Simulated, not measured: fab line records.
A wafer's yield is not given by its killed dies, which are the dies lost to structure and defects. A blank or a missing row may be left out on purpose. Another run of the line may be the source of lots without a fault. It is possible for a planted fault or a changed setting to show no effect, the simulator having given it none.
Matching of chambers + flow n5-finfet + N5_BEOL_M10_ETCH_61 on rie-diel-01 has 4 sister chambers
The step etches SiARC in CF4, target depth 39 nm, time 65 s. 8 wafers are shown with their chamber, then 8 later ones without.

WAFERS, EACH WITH ITS CHAMBER
| wafer  | chamber | throttle-valve-pct (%) | oes-product-au (a.u.) |
|--------|---------|------------------------|-----------------------|
| L079.2 | 1       | 15.75                  | 0.56                  |
| L079.5 | 2       | 15.37                  | 0.72                  |
| L080.3 | 2       | 15.40                  | 0.72                  |
| L083.3 | 1       | 15.76                  | 0.57                  |
| L084.2 | 0       | 15.44                  | 0.70                  |
| L084.3 | 3       | 15.48                  | 0.71                  |
| L084.4 | 0       | 15.42                  | 0.71                  |
| L085.1 | 3       | 15.48                  | 0.71                  |

WAFERS MISSING THEIR CHAMBER
| wafer  | throttle-valve-pct (%) | oes-product-au (a.u.) |
|--------|------------------------|-----------------------|
| L085.2 | 15.40                  | 0.70                  |
| L085.3 | 15.27                  | 0.84                  |
| L091.1 | 15.28                  | 0.79                  |
| L091.3 | 15.44                  | 0.70                  |
| L091.6 | 15.29                  | 0.79                  |
| L094.1 | 15.48                  | 0.69                  |
| L094.2 | 15.51                  | 0.69                  |
| L094.3 | 15.29                  | 0.78                  |

CHAMBER TAKEN BY EACH
| wafer  | from the rows above     | in truth                   |
|--------|-------------------------|----------------------------|
| L085.2 | can't be placed: 0 or 2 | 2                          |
| L085.3 | 2                       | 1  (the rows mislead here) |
| L091.1 | 2                       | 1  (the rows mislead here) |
| L091.3 | 0                       | 0                          |
| L091.6 | 2                       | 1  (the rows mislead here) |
| L094.1 | can't be placed: 3 or 0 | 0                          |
| L094.2 | 3                       | 3                          |
| L094.3 | 2                       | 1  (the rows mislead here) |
2 of 8 placed correctly. Cannot be placed on the basis of these rows: 2; the candidates contain the true chamber in 2. Placed wrongly: 4.
How it was worked out, from the rows above alone: a wafer's distance from a chamber is the root of the sum, over the readings, of the square of ((its reading less the chamber's mean) divided by the reading's scatter). If the next closest chamber is less than 2 further off than the closest, the wafer can't be placed; otherwise it belongs to the closest. Each chamber's mean is taken over the wafers shown for it. How the scatter is found: for the shown wafers, subtract from each reading the mean of its chamber, square and add these, divide the total by (wafers less chambers), then take the root.
